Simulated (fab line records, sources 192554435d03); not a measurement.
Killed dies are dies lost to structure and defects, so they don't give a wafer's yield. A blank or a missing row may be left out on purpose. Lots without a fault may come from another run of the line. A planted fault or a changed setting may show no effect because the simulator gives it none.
fab line records | flow n5_finfet
record lots=7 wafers=21 last_day=20
route steps=1938 shown BEOL_M15@1811
lots that met no fault: from a run of the same line without faults
start_h: hours from the record's first day to the start of the lot's first wafer shown | wait_h: hours since the lot's step before | " the same as in the row above | L1.1+2: a row that stands for several wafers | - no value, or no start given | * or withheld: withheld | < > ~ a bound
route shown NAME@n: a module of which the file shows steps, and the number in the route of the first | usual: mean/standard deviation of fault-free wafers | same: alike in all rows | chamber/n: place in a boat | sites: the reading at each site | _std_site: their standard deviation | _edge_site: outer sites' mean less inner sites' | radius_mm: how far each site lies from the wafer's centre | mask NAME#n: copy n | behind: the tool/chamber that last shaped the wafer | hold: why the lot was held/for how many hours/how that ended | device: the transistor (n, p or np) that didn't switch | end of line: the same wafers' tests at the end of the route | a step without rows: its recipe alone | killed: dies lost to structure and defects at the first sort, not the wafer's yield | map: a wafer's dies, x killed, . not, _ none there
set.NAME: the setting as run; set.NAME@STEP: as run at that earlier step | model.NAME: the simulator's own value behind a step, which no gauge read
lots at some steps of the route; a table a step, a row a wafer
services: from which hour (start_h, from the record's first day; less than 0 if before it) a tool's chamber was out of use, for how many hours, and why
## steps
# step N5_BEOL_M15_STRIP_36
# recipe chemistry=O2 power_w=600 temp_c=60 pressure_mtorr=30 rf_frequency_hz=6e+07 bias_power_w=0 overash_fraction=0.3 o2_flow_sccm=225
# step N5_BEOL_M15_STRIP_62
# recipe chemistry=O2 power_w=600 temp_c=60 pressure_mtorr=30 rf_frequency_hz=6e+07 bias_power_w=0 overash_fraction=0.3 o2_flow_sccm=225
# step N5_BEOL_M15_STRIP_37
# recipe chemistry=O2 power_w=600 temp_c=60 pressure_mtorr=30 rf_frequency_hz=6e+07 bias_power_w=0 overash_fraction=0.3 o2_flow_sccm=225
# usual drypump_motor_current_A=5.8/0.54 oes_product_au=0.79/0.071 rf_vpp_V=3.7/0.67 showerhead_plenum_p_Torr=2.08/0.068 temp_c=60.00/0.13 throttle_valve_pct=16.57/0.2
# same overash_fraction=0.3
# columns lot.wafer tool chamber start_h wait_h drypump_motor_current_A oes_product_au rf_hours_counter_h rf_vpp_V showerhead_plenum_p_Torr temp_c throttle_valve_pct
L551.2 rie_diel-06 0 - - 6.2 0.97 6 4.0 2.06 60.07 16.15
L551.3 " 3 " " 5.8 0.75 144 4.2 2.02 60.03 16.91
L551.6 " 0 " " 6.2 0.96 - 5.1 2.06 60.17 16.15
L554.2 rie_diel-05 0 - - 5.0 0.72 196 3.5 2.17 59.98 16.59
L554.3 " 1 " " 6.0 0.72 193 3.9 2.08 59.97 16.51
L554.5 " 3 " " 5.8 0.73 - 3.6 2.19 60.13 16.53
L559.2 rie_diel-06 1 - - 5.2 0.75 144 2.1 2.02 59.96 16.73
L559.3 " 2 " " 6.6 0.92 24 3.8 2.06 59.89 16.55
L559.5 " 1 " " 5.2 0.76 - 3.0 2.02 59.92 16.72
L558.2 rie_diel-05 1 - - 6.0 0.71 200 3.9 2.08 59.96 16.54
L558.3 " 2 " " 5.3 0.85 75 3.1 2.03 60.08 16.49
L558.4 " 0 " " 5.1 0.72 203 3.5 2.16 59.96 16.61
L560.1 rie_diel-06 3 - - 5.8 0.75 160 2.9 2.02 60.17 16.94
L560.4 " 1 " " 5.2 0.77 147 4.0 2.02 60.09 16.71
L560.6 " 2 " " 6.6 0.92 - 3.4 2.06 60.07 16.56
L571.2 rie_diel-06 3 - - 5.8 0.74 182 3.6 2.01 60.04 16.95
L571.4 " 2 " " 6.6 0.88 49 3.8 2.05 60.19 16.61
L571.5 " 0 " " 6.2 0.89 - 4.1 2.05 60.12 16.20
L573.3 rie_diel-05 2 - - 5.3 0.81 105 3.2 2.02 60.11 16.56
L573.4 " 1 " " 6.0 0.69 228 4.8 2.07 60.01 16.59
L573.6 " 3 " " 5.8 0.70 - 5.2 2.17 59.79 16.58
# step N5_BEOL_M15_ETCH_38
# recipe chemistry=CF4/N2 target=SiCN target_depth_a=1064 taper_deg=2 time_s=120.5 ion_energy_ev=150 mask_material=SiO2 pressure_mtorr=40 source_w=430 bias_w=70 Ar_flow_sccm=100 cf4_flow_sccm=60 n2_flow_sccm=60
# step N5_BEOL_M15_PRECLEAN_39
# recipe chemistry=residue_remover time_s=60 temp_c=40
# step N5_BEOL_M15_SRD_40
# recipe time_s=30 temp_c=23 rinse_liquid=diw dry=n2_spin spin_rpm=1500 dry_time_s=30
# step N5_BEOL_M15_DEGAS_41
# recipe ambient=vacuum temp_c=300 time_s=60
# step N5_BEOL_M15_PRE_CLEAN_42
# recipe gas=H2/He time_s=30 temp_c=300
# step N5_BEOL_M15_SPUTTER_43
# recipe material=TaN target_thk_a=150 temp_c=50 bias_v=168.6 power_w=15000 chamber_pressure_pa=0.12 time_s=24.19
# usual bias_v=168.7/1.7 cathode_dc_power_W=15000/2.6 throttle_valve_pct=30.6/0.62
# columns lot.wafer tool chamber start_h wait_h bias_v cathode_dc_power_W throttle_valve_pct
L551.2 pvd_sputter-02 - 308.60 0.0 168.8 15003 30.0
L551.3 " - " " 167.1 14997 31.1
L551.6 " - " " 172.9 15002 30.1
L554.2 pvd_sputter-01 - 323.15 0.0 170.6 15004 30.0
L554.3 " - " " 166.5 14995 30.7
L554.5 " - " " 165.5 14998 31.3
L559.2 pvd_sputter-01 - 341.35 0.0 170.6 14997 31.7
L559.3 " - " " 167.0 15001 30.2
L559.5 " - " " 165.9 14999 30.9
L558.2 pvd_sputter-03 - 346.38 0.0 168.4 15001 30.4
L558.3 " - " " 170.0 15003 29.3
L558.4 " - " " 168.4 15000 30.1
L560.1 pvd_sputter-02 - 352.08 0.0 170.8 14997 30.3
L560.4 " - " " 168.8 15000 31.1
L560.6 " - " " 168.5 14997 30.6
L571.2 pvd_sputter-02 - 425.86 0.0 170.2 14997 30.2
L571.4 " - " " 167.6 14996 29.7
L571.5 " - " " 169.8 14999 31.1
L573.3 pvd_sputter-01 - 450.29 0.0 167.2 15002 30.4
L573.4 " - " " 165.4 14998 31.9
L573.6 " - " " 169.7 15002 30.3
# step N5_BEOL_M15_SPUTTER_44
# recipe material=Ta target_thk_a=150 temp_c=50 bias_v=80 power_w=15000 chamber_pressure_pa=0.07 time_s=24.19
# usual bias_v=79.9/0.79 cathode_dc_power_W=15000/2.8 throttle_valve_pct=30.6/0.64
# columns lot.wafer tool chamber start_h wait_h bias_v cathode_dc_power_W throttle_valve_pct
L551.2 pvd_sputter-02 - 308.68 0.0 80.1 15002 30.2
L551.3 " - " " 79.9 15000 31.0
L551.6 " - " " 79.7 15003 29.9
L554.2 pvd_sputter-01 - 323.23 0.0 81.1 14998 30.2
L554.3 " - " " 79.0 15003 30.6
L554.5 " - " " 80.1 14999 31.3
L559.2 pvd_sputter-01 - 341.43 0.0 79.5 15005 31.7
L559.3 " - " " 80.6 15001 30.3
L559.5 " - " " 79.7 15000 30.8
L558.2 pvd_sputter-03 - 346.46 0.0 78.8 15004 30.2
L558.3 " - " " 81.0 15002 29.4
L558.4 " - " " 81.2 14997 30.3
L560.1 pvd_sputter-02 - 352.16 0.0 79.9 14998 30.6
L560.4 " - " " 80.2 15001 30.9
L560.6 " - " " 80.6 15003 30.2
L571.2 pvd_sputter-02 - 425.94 0.0 78.6 14999 30.1
L571.4 " - " " 80.9 15000 29.7
L571.5 " - " " 79.4 15000 31.0
L573.3 pvd_sputter-01 - 450.37 0.0 79.8 14995 30.0
L573.4 " - " " 79.4 14996 31.9
L573.6 " - " " 80.1 15001 30.0
# step N5_BEOL_M15_SPUTTER_45
# recipe material=Cu target_thk_a=1000 temp_c=-20 bias_v=60 power_w=26000 chamber_pressure_pa=0.13 time_s=16.67
# usual bias_v=60.0/0.59 cathode_dc_power_W=26001/4.5 chuck_sensor_temp_C=-15.8/0.62 throttle_valve_pct=30.6/0.64
# columns lot.wafer tool chamber start_h wait_h bias_v cathode_dc_power_W chuck_sensor_temp_C throttle_valve_pct
L551.2 pvd_sputter-02 - 308.76 0.0 60.0 25997 -15.8 30.0
L551.3 " - " " 59.9 26000 -15.8 31.1
L551.6 " - " " 59.8 25996 -15.5 29.9
L554.2 pvd_sputter-01 - 323.31 0.0 61.4 26004 -16.3 30.0
L554.3 " - " " 59.7 26000 -14.8 30.8
L554.5 " - " " 60.8 26000 -16.9 31.2
L559.2 pvd_sputter-01 - 341.51 0.0 59.3 26006 -16.1 31.9
L559.3 " - " " 59.2 26000 -16.2 30.3
L559.5 " - " " 60.1 25997 -14.8 30.8
L558.2 pvd_sputter-03 - 346.54 0.0 59.6 26001 -14.8 30.0
L558.3 " - " " 59.9 25996 -15.9 29.3
L558.4 " - " " 59.4 26007 -16.6 30.3
L560.1 pvd_sputter-02 - 352.24 0.0 60.6 25998 -15.4 30.1
L560.4 " - " " 59.6 26001 -15.7 30.9
L560.6 " - " " 60.3 25999 -15.4 30.0
L571.2 pvd_sputter-02 - 426.02 0.0 59.9 25995 -15.4 30.3
L571.4 " - " " 60.5 25995 -16.0 29.8
L571.5 " - " " 60.0 26002 -15.6 30.8
L573.3 pvd_sputter-01 - 450.45 0.0 59.9 25999 -16.2 30.2
L573.4 " - " " 60.4 26003 -16.2 32.0
L573.6 " - " " 59.1 25998 -16.3 30.2
# step N5_BEOL_M15_ECD_47
# recipe material=Cu target_thk_a=18600
# columns lot.wafer tool chamber start_h wait_h model.Cu_of_BEOL_M15_ECD_47.thk_nm
L551.2+3 ecd_cu-02 1,0 308.88 0.1 1862
L551.6 " 1 " " 1835
L554.2 ecd_cu-01 1 323.43 0.1 1875
L554.3 " 1 " " 1851
L554.5 " 1 " " 1864
L559.2 ecd_cu-02 1 341.62 0.1 3281
L559.3 " 0 " " 1854
L559.5 " 1 " " 1876
L558.2 ecd_cu-02 1 346.67 0.1 3256
L558.3 " 0 " " 1855
L558.4 " 1 " " 3252
L560.1 ecd_cu-02 1 352.35 0.1 3235
L560.4 " 0 " " 3251
L560.6 " 0 " " 1874
L571.2 ecd_cu-02 0 426.14 0.1 1874
L571.4 " 0 " " 1866
L571.5 " 0 " " 1852
L573.3 ecd_cu-02 1 450.64 0.2 1877
L573.4 " 0 " " 1867
L573.6 " 0 " " 1863
# step N5_BEOL_M15_ANNEAL_48
# recipe temp_c=225 time_s=90 ambient=N2
# usual wafer_temp_C_max=225.70/0.21
# columns lot.wafer tool chamber start_h wait_h wafer_temp_C_max
L551.2 rtp_anneal-01 0 309.16 0.2 225.75
L551.3 " 0 " " 225.81
L551.6 " 0 " " 225.65
L554.2 rtp_anneal-01 0 323.81 0.3 225.67
L554.3 " 0 " " 225.60
L554.5 " 0 " " 225.63
L559.2 rtp_anneal-02 0 342.05 0.4 226.14
L559.3 " 0 " " 225.80
L559.5 " 0 " " 226.19
L558.2 rtp_anneal-02 0 346.96 0.2 225.38
L558.3 " 0 " " 225.64
L558.4 " 0 " " 226.00
L560.1 rtp_anneal-02 0 353.97 1.5 226.29
L560.4 " 0 " " 226.22
L560.6 " 0 " " 225.56
L571.2 rtp_anneal-01 0 426.66 0.5 225.69
L571.4 " 0 " " 225.46
L571.5 " 0 " " 225.75
L573.3 rtp_anneal-02 0 450.90 0.2 225.69
L573.4 " 0 " " 225.41
L573.6 " 0 " " 225.70
## services
# columns tool chamber start_h hours kind
pvd_sputter-02 - 295.39 5.2 repair
rie_diel-05 0 295.90 7.5 repair
rie_diel-05 - 311.94 4.3 pm
rie_diel-06 0 313.92 13.7 repair
rie_diel-05 - 332.69 0.7 repair
ecd_cu-01 - 343.97 2.1 repair
ecd_cu-01 - 364.29 1.8 repair
pvd_sputter-02 - 366.81 8.6 repair
rtp_anneal-02 - 383.37 2.9 pm
rie_diel-06 0 386.48 5.5 repair
pvd_sputter-02 - 396.80 1.1 repair
rie_diel-05 3 426.73 15.0 repair
ecd_cu-02 - 427.47 0.6 repair
rie_diel-06 0 436.56 4.0 repair
## key
first_sign none at tools or gauges
model_effect step=N5_BEOL_M15_ECD_47 value=Cu_of_BEOL_M15_ECD_47.thk_nm without=1867 struck=3255
met_at N5_BEOL_M15_ECD_47
struck_wafers L558.2,L558.4,L559.2,L560.1,L560.4
onset_between 308.88 341.62
fault kind=process_parameter_drift tool=ecd_cu-02 chamber=- onset_h=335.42 steps=N5_BEOL_M15_ECD_47 channel=target_thk_a offset=* shape=step end_h=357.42 scope=struck_wafers_only acts_in=* stated=*
